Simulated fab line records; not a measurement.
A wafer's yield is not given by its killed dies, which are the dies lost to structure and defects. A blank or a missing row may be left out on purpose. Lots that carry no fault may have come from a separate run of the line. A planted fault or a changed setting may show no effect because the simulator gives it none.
fab line records ; flow n5-finfet ; part 2 of 2: steps 5 to 6 of 6
record lots=18; wafers=54; last-day=19
route steps=1938 shown BEOL_M7@1326 BEOL_M8@1349
lots with no fault: from the same line, run without faults
start-h: the number of hours between the record's first day and the start of the first shown wafer of the lot ; wait-h: hours from the lot's prior step to this one ; " unchanged from the row above ; L1.1+2: a row that stands for several wafers ; - value missing, or start not given ; * or withheld: withheld ; < > ~ a bound
route shown NAME@n: names a module that has steps shown in the file, with the first one's number in the route ; usual: average and standard deviation across the fault-free wafers ; same: alike in all rows ; chamber/n: place in a boat ; sites: readings site by site ; _std_site: the standard deviation of these ; _edge_site: mean of outer sites minus mean of inner sites ; radius-mm: how far each site lies from the wafer's centre ; mask NAME#n: copy n ; behind: the last tool/chamber to shape the wafer ; hold: cause of the lot's hold/its duration in hours/its outcome ; device: whichever transistor did not switch (one of n, p or np) ; end of line: tests run on the same wafers once the route is complete ; a step with no rows: only its recipe ; killed: dies that structure and defects cost at the first sort, which is not the same as the wafer's yield ; map: per-die view of a wafer (x killed, . not killed, _ where there is no die)
set.NAME: the setting the step ran with; set.NAME@STEP: the setting that earlier step ran with ; model.NAME: the simulator's own value behind a step, which no gauge read
a sample of lots followed through the steps of the route, with each step as a table and each wafer as a row
services: a tool's chamber out of use, with start hour (start-h, from the record's first day; less than 0 if before it), hours out, and reason
## steps
# step N5_BEOL_M8_VIA_ETCH_34
# recipe chemistry=C4F6/O2; target=SiCOH_lowk; target-depth-a=1255; mask-material=SOC; taper-deg=4; time-s=50.5; ion-energy-ev=250; pressure-mtorr=30; source-w=345; bias-w=185; Ar_flow_sccm=300; C4F6_flow_sccm=10; O2_flow_sccm=10
# usual drypump-motor-current-A=5.9/0.49; mfc-ar-sccm=300.0/0.91; oes_ar_750_au=0.80/0.058; oes_o_777_au=0.80/0.063; oes-product-au=0.79/0.06; rf-vpp-V=657/11; showerhead-plenum-p-Torr=2.81/0.092; throttle-valve-pct=20.88/0.21
lot.wafer;tool;chamber;start-h;wait-h;drypump-motor-current-A;mfc-ar-sccm;oes_ar_750_au;oes_o_777_au;oes-product-au;rf-hours-counter-h;rf-vpp-V;showerhead-plenum-p-Torr;throttle-valve-pct
L074.1;rie-diel-03;1;226.25;0.0;6.5;300.8;0.85;0.88;0.82;57;649;2.89;20.67
L074.4;rie-diel-03;2;226.25;0.0;6.7;299.9;0.84;0.84;0.82;72;645;2.90;21.15
L074.6;rie-diel-03;0;226.25;0.0;6.0;300.8;0.82;0.80;0.81;-;664;2.77;20.95
L075.1;rie-diel-03;0;229.29;0.0;6.0;299.4;0.82;0.80;0.81;86;663;2.77;20.99
L075.2;rie-diel-03;1;229.29;0.0;6.5;298.6;0.85;0.88;0.82;57;650;2.89;20.69
L075.6;rie-diel-03;2;229.29;0.0;6.7;297.7;0.83;0.84;0.82;-;644;2.90;21.15
L078.2;rie-diel-03;0;275.66;0.0;6.0;299.4;0.80;0.78;0.80;101;662;2.76;20.99
L078.3;rie-diel-03;2;275.66;0.0;6.7;300.6;0.83;0.83;0.82;87;644;2.89;21.16
L078.6;rie-diel-03;0;275.66;0.0;6.0;299.9;0.81;0.78;0.79;-;664;2.76;20.99
L079.1;rie-diel-03;1;295.34;0.0;6.5;300.7;0.84;0.85;0.81;74;650;2.88;20.68
L079.4;rie-diel-03;2;295.34;0.0;6.7;300.6;0.81;0.82;0.81;92;644;2.89;21.19
L079.6;rie-diel-03;0;295.34;0.0;6.0;299.0;0.79;0.78;0.79;-;663;2.76;20.98
L080.2;rie-diel-01;2;298.95;0.0;5.4;301.1;0.69;0.66;0.69;240;680;2.92;21.08
L080.4;rie-diel-01;0;298.95;0.0;6.2;300.1;0.74;0.73;0.73;180;642;2.72;21.04
L080.5;rie-diel-01;1;298.95;0.0;6.5;300.1;0.80;0.80;0.80;-;649;2.76;20.55
L081.1;rie-diel-03;3;305.74;0.0;5.6;299.9;0.92;0.93;0.94;15;681;2.92;21.11
L081.2;rie-diel-03;0;305.74;0.0;6.0;300.4;0.80;0.77;0.79;108;663;2.76;21.01
L081.6;rie-diel-03;1;305.74;0.0;6.5;300.2;0.82;0.85;0.81;-;650;2.88;20.70
L082.1;rie-diel-01;0;314.60;0.0;6.2;297.8;0.73;0.73;0.73;184;643;2.72;21.05
L082.3;rie-diel-01;2;314.60;0.0;5.4;301.4;0.68;0.67;0.68;244;681;2.92;21.07
L082.4;rie-diel-01;1;314.60;0.0;6.5;301.1;0.79;0.81;0.79;91;648;2.76;20.56
L083.2;rie-diel-01;0;321.91;0.0;6.2;300.1;0.73;0.73;0.73;187;644;2.72;21.04
L083.3;rie-diel-01;2;321.91;0.0;5.4;301.1;0.69;0.66;0.68;246;681;2.92;21.06
L083.6;rie-diel-01;0;321.91;0.0;6.2;299.7;0.73;0.72;0.72;-;643;2.72;21.04
L084.1;rie-diel-05;0;333.24;0.0;5.4;301.0;0.81;0.78;0.79;97;650;2.90;20.98
L084.3;rie-diel-05;2;333.24;0.0;5.6;300.2;0.73;0.75;0.73;235;665;2.91;21.01
L084.4;rie-diel-05;3;333.24;0.0;5.6;299.7;0.87;0.88;0.85;48;659;2.79;20.63
L085.1;rie-diel-01;1;333.35;0.0;6.5;301.0;0.78;0.79;0.78;100;648;2.76;20.59
L085.4;rie-diel-01;0;333.35;0.0;6.2;300.4;0.73;0.72;0.72;-;643;2.71;21.06
L085.6;rie-diel-01;1;333.35;0.0;6.4;300.3;0.78;0.79;0.78;-;649;2.76;20.59
L086.2;rie-diel-01;1;335.56;0.0;6.4;300.3;0.78;0.79;0.78;101;648;2.76;20.58
L086.4;rie-diel-01;0;335.56;0.0;6.2;301.2;0.73;0.72;0.72;-;642;2.71;21.06
L086.5;rie-diel-01;3;335.56;0.0;5.1;300.0;0.73;0.73;0.71;-;659;2.59;20.68
L089.2;rie-diel-03;2;346.36;0.0;6.7;300.3;0.80;0.81;0.80;103;643;2.89;21.19
L089.3;rie-diel-03;3;346.36;0.0;5.6;298.7;0.91;0.92;0.90;23;682;2.91;21.10
L089.5;rie-diel-03;3;346.36;0.0;5.6;298.7;0.91;0.91;0.91;-;682;2.91;21.10
L091.2;rie-diel-05;1;366.81;0.0;6.2;299.6;0.83;0.83;0.84;70;662;2.77;20.77
L091.5;rie-diel-05;0;366.81;0.0;5.4;300.2;0.80;0.77;0.78;-;649;2.89;21.00
L091.6;rie-diel-05;1;366.81;0.0;6.2;299.6;0.83;0.83;0.85;-;662;2.77;20.80
L094.1;rie-diel-01;1;378.46;0.0;6.5;300.9;0.77;0.78;0.77;110;649;2.75;20.59
L094.3;rie-diel-01;2;378.46;0.0;5.4;301.3;0.93;0.90;0.94;17;681;2.91;20.81
L094.4;rie-diel-01;3;378.46;0.0;5.1;300.9;0.72;0.72;0.69;231;660;2.58;20.72
L093.2;rie-diel-05;0;378.58;0.0;5.3;299.6;0.78;0.76;0.77;112;652;2.89;21.02
L093.4;rie-diel-05;0;378.58;0.0;5.4;299.0;0.79;0.77;0.77;-;649;2.89;21.04
L093.6;rie-diel-05;1;378.58;0.0;6.2;299.7;0.83;0.82;0.84;-;660;2.77;20.81
L095.2;rie-diel-05;0;380.83;0.0;5.4;298.8;0.78;0.77;0.78;114;648;2.89;21.02
L095.5;rie-diel-05;3;380.83;0.0;5.5;300.6;0.84;0.86;0.82;-;661;2.78;20.66
L095.6;rie-diel-05;1;380.83;0.0;6.2;299.5;0.81;0.82;0.84;-;661;2.77;20.79
L096.2;rie-diel-05;0;383.73;0.0;5.4;299.3;0.79;0.76;0.78;115;650;2.89;21.02
L096.5;rie-diel-05;1;383.73;0.0;6.2;299.2;0.82;0.82;0.83;-;660;2.77;20.81
L096.6;rie-diel-05;3;383.73;0.0;5.6;298.7;0.84;0.86;0.82;-;661;2.78;20.67
L097.1;rie-diel-05;1;387.74;0.0;6.2;300.3;0.83;0.82;0.84;80;662;2.77;20.82
L097.5;rie-diel-05;3;387.74;0.0;5.6;299.7;0.84;0.85;0.83;-;659;2.78;20.67
L097.6;rie-diel-05;1;387.74;0.0;6.1;300.3;0.82;0.82;0.84;-;660;2.77;20.82
# step N5_BEOL_M8_DEP_56
# recipe material=SiCN; target-thk-a=100; temp-c=withheld; precursor=3MS/NH3; pressure-torr=3; rf-w=202; time-s=17.5
# usual chamber-pressure-Torr=3.000/0.0068; showerhead-plenum-p-Torr=3.665/0.014; throttle-valve-pct=9.0/0.44
lot.wafer;tool;chamber;start-h;wait-h;chamber-pressure-Torr;showerhead-plenum-p-Torr;since-wet-clean-h;throttle-valve-pct
L074.1;pecvd-03;0;230.09;0.0;3.010;3.666;753;9.2
L074.4;pecvd-03;1;230.09;0.0;2.999;3.663;-;9.2
L074.6;pecvd-03;1;230.09;0.0;2.999;3.675;-;9.0
L075.1;pecvd-01;0;231.53;0.0;2.998;3.652;935;9.1
L075.2;pecvd-01;2;231.53;0.0;2.989;3.655;181;9.0
L075.6;pecvd-01;0;231.53;0.0;3.008;3.650;-;9.2
L078.2;pecvd-01;0;279.88;0.0;3.010;3.654;984;9.1
L078.3;pecvd-01;2;279.88;0.0;2.994;3.670;-;8.8
L078.6;pecvd-01;2;279.88;0.0;3.002;3.679;-;8.9
L079.1;pecvd-01;0;299.89;0.0;3.002;3.658;1004;8.9
L079.4;pecvd-01;2;299.89;0.0;3.008;3.656;-;9.1
L079.6;pecvd-01;0;299.89;0.0;3.008;3.659;-;8.9
L080.2;pecvd-03;1;301.93;0.0;3.010;3.668;1550;9.1
L080.4;pecvd-03;2;301.93;0.0;3.007;3.671;-;8.4
L080.5;pecvd-03;1;301.93;0.0;2.997;3.671;-;9.2
L081.1;pecvd-03;0;311.49;0.0;2.993;3.657;834;9.2
L081.2;pecvd-03;1;311.49;0.0;2.992;3.675;1559;9.1
L081.6;pecvd-03;0;311.49;0.0;2.995;3.661;-;9.6
L082.1;pecvd-02;2;318.16;0.0;3.011;3.678;631;8.9
L082.3;pecvd-02;0;318.16;0.0;3.011;3.645;1385;9.2
L082.4;pecvd-02;2;318.16;0.0;3.008;3.677;-;8.9
L083.2;pecvd-02;1;326.58;0.0;2.996;3.680;2118;9.7
L083.3;pecvd-02;2;326.58;0.0;3.003;3.679;639;9.0
L083.6;pecvd-02;1;326.58;0.0;3.006;3.686;-;9.8
L084.1;pecvd-01;1;337.33;0.0;2.990;3.653;1766;8.0
L084.3;pecvd-01;0;337.33;0.0;3.000;3.665;1041;9.0
L084.4;pecvd-01;1;337.33;0.0;2.998;3.657;-;8.3
L085.1;pecvd-01;0;337.59;0.0;2.991;3.657;1041;9.1
L085.4;pecvd-01;2;337.59;0.0;3.006;3.673;-;8.7
L085.6;pecvd-01;0;337.59;0.0;2.990;3.659;-;9.1
L086.2;pecvd-03;1;339.77;0.0;3.003;3.665;1587;9.3
L086.4;pecvd-03;2;339.77;0.0;3.005;3.672;-;8.4
L086.5;pecvd-03;1;339.77;0.0;2.996;3.666;-;8.9
L089.2;pecvd-02;2;348.90;0.0;2.993;3.689;661;8.8
L089.3;pecvd-02;1;348.90;0.0;3.000;3.684;2140;9.9
L089.5;pecvd-02;2;348.90;0.0;3.000;3.678;-;9.2
L091.2;pecvd-03;2;370.65;0.0;3.003;3.664;139;8.6
L091.5;pecvd-03;2;370.65;0.0;2.998;3.671;-;8.5
L091.6;pecvd-03;1;370.65;0.0;3.005;3.675;-;9.2
L094.1;pecvd-03;0;381.62;0.0;2.991;3.659;904;9.2
L094.3;pecvd-03;2;381.62;0.0;2.999;3.671;150;8.6
L094.4;pecvd-03;0;381.62;0.0;2.992;3.669;-;9.3
L093.2;pecvd-01;1;381.72;0.0;2.996;3.663;1811;8.3
L093.4;pecvd-01;2;381.72;0.0;3.004;3.655;-;8.9
L093.6;pecvd-01;1;381.72;0.0;3.002;3.665;-;8.0
L095.2;pecvd-01;2;385.45;0.0;2.992;3.656;335;9.1
L095.5;pecvd-01;0;385.45;0.0;3.000;3.655;-;9.0
L095.6;pecvd-01;2;385.45;0.0;2.988;3.665;-;8.7
L096.2;pecvd-02;0;386.78;0.0;2.996;3.640;1453;8.9
L096.5;pecvd-02;0;386.78;0.0;3.001;3.640;-;9.1
L096.6;pecvd-02;2;386.78;0.0;3.000;3.683;-;9.2
L097.1;pecvd-03;2;390.36;0.0;3.001;3.676;159;8.5
L097.5;pecvd-03;0;390.36;0.0;3.005;3.659;-;9.4
L097.6;pecvd-03;1;390.36;0.0;3.020;3.677;-;9.0
## services
tool;chamber;start-h;hours;kind
cmp-04;-;200.39;4.0;pm
rie-diel-05;2;229.83;7.1;repair
cmp-01;-;251.66;1.4;repair
cmp-01;-;253.25;6.7;pm
cmp-01;-;265.31;4.0;pm
pecvd-01;1;274.17;12.3;repair
pecvd-01;-;275.27;0.9;repair
pecvd-03;-;286.12;14.6;pm
pecvd-02;-;298.59;3.4;repair
cmp-04;-;302.98;17.9;repair
cmp-02;-;308.14;9.1;pm
cmp-04;-;320.92;5.8;pm
rie-diel-03;-;322.81;14.6;pm
pecvd-02;-;326.95;0.6;repair
rie-diel-01;2;329.64;-;clean
rie-diel-01;2;329.64;-;consumable-replace:focus-ring
rie-diel-01;2;329.64;14.3;scheduled-down
rie-diel-01;2;329.64;14.3;vent-cycle
pecvd-02;-;335.57;2.8;pm
rie-diel-01;1;341.15;22.0;repair
rie-diel-05;2;349.12;1.4;repair
cmp-01;-;353.80;0.7;repair
cmp-02;-;361.68;5.7;pm
cmp-01;-;378.88;4.9;pm
